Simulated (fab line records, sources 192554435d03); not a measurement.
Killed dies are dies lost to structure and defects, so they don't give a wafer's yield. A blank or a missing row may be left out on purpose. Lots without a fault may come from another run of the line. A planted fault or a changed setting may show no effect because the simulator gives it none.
Split-lot experiment | flow n5_finfet | 7 lots, 21 wafers read, on a route of 1938 steps

THE SPLIT
At N5_HKMG_FIN_ETCH_32 (etches SOC in N2/H2, target depth 240 nm, time 300 s), the setting source_w was moved away from the recipe's 840 W on 7 of the 21 wafers read, by -13.1% to +15.4%. The other wafers ran this setting at the recipe's value.

The reading is taken at the split's own step.

THE READING
rf_vpp_V, in V, at N5_HKMG_FIN_ETCH_32 (etches SOC in N2/H2, target depth 240 nm, time 300 s). Fault-free wafers of this fab line usually give 523.3 V, standard deviation 2 V.

wafer  | tool, chamber at the split | source_w as run, W | against the recipe | rf_vpp_V, V | against lot-mates on the recipe
L077.2 | rie_diel-01, 1             | 730.1              | -13.1%             | 549.7       | +26.1
L077.3 | rie_diel-01, 2             | 840                | recipe             | 521.7       | -
L077.5 | rie_diel-01, 1             | 840                | recipe             | 525.5       | -
L083.1 | rie_diel-01, 2             | 840                | recipe             | 524.1       | -
L083.4 | rie_diel-01, 1             | 840                | recipe             | 526.4       | -
L083.5 | rie_diel-01, 3             | 770.5              | -8.3%              | 542.7       | +17.5
L085.1 | rie_diel-01, 3             | 840                | recipe             | 525.7       | -
L085.2 | rie_diel-01, 1             | 840                | recipe             | 523.2       | -
L085.4 | rie_diel-01, 1             | 840                | recipe             | 525.3       | -
L086.3 | rie_diel-04, 3             | 840                | recipe             | 520.5       | -
L086.4 | rie_diel-04, 2             | 757.6              | -9.8%              | 539.5       | +19.0
L086.6 | rie_diel-04, 3             | 757.6              | -9.8%              | 537.9       | +17.4
L089.1 | rie_diel-04, 0             | 969.7              | +15.4%             | 499.2       | -22.3
L089.5 | rie_diel-04, 2             | 840                | recipe             | 521.5       | -
L089.6 | rie_diel-04, 3             | 969.7              | +15.4%             | 496.9       | -24.6
L094.2 | rie_diel-01, 2             | 840                | recipe             | 521.9       | -
L094.3 | rie_diel-01, 3             | 840                | recipe             | 526.0       | -
L094.4 | rie_diel-01, 0             | 840                | recipe             | 519.1       | -
L095.1 | rie_diel-03, 2             | 840                | recipe             | 524.4       | -
L095.2 | rie_diel-03, 1             | 840                | recipe             | 526.0       | -
L095.6 | rie_diel-03, 2             | 955.7              | +13.8%             | 503.5       | -21.7

THE FIT
A straight line over all 21 wafers: rf_vpp_V changes by -1.7 V for each +1% of source_w; r = -0.98; the points scatter about the line by 2.6 V.
The same after taking each lot's own level away (the mean of its wafers on the recipe; 21 wafers): -1.7 V for each +1%; r = -0.99; scatter 2 V.
On that fit, the largest move of source_w shifts the reading by 26 V.
The lots' own levels span 520.50 to 525.25 V, that is 2.4 times the standard deviation above.
So the lot-to-lot level changes the slope little: the two slopes agree.
Check: with one of the wafers moved furthest among these (+15.4%) left out of the fit, the line predicts -26.5 V for it against its lot-mates. It came out at -22.3 V against them.
Tool readings at the split's step, against how far the setting was moved: rf_vpp_V r = -0.98.

OTHER SPLITS ON THESE WAFERS
These wafers also went through other splits before the reading. Each is held against what the fit with the lots' levels taken away leaves over:
other split on the same wafers       | wafers away from the commonest value | r with rf_vpp_V (lot level and that fit taken away)
N5_WELL_APT_COAT_02 spin_rpm         | 5                                    | -0.01
N5_FIN_CUT_ETCH_21 time_s            | 9                                    | +0.28
N5_SD_EPI_N_EPI_21 epi_growth_time_s | 4                                    | +0.16
N5_SDB_COAT_03 spin_rpm              | 7                                    | +0.20
N5_SDB_COAT_05 spin_rpm              | 7                                    | +0.14
N5_SDB_ALD_29 ald_cycles             | 6                                    | +0.21

THE FILE'S OWN FIT
rf_vpp_V changes by -1.73 V for each +1% of source_w, r = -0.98.
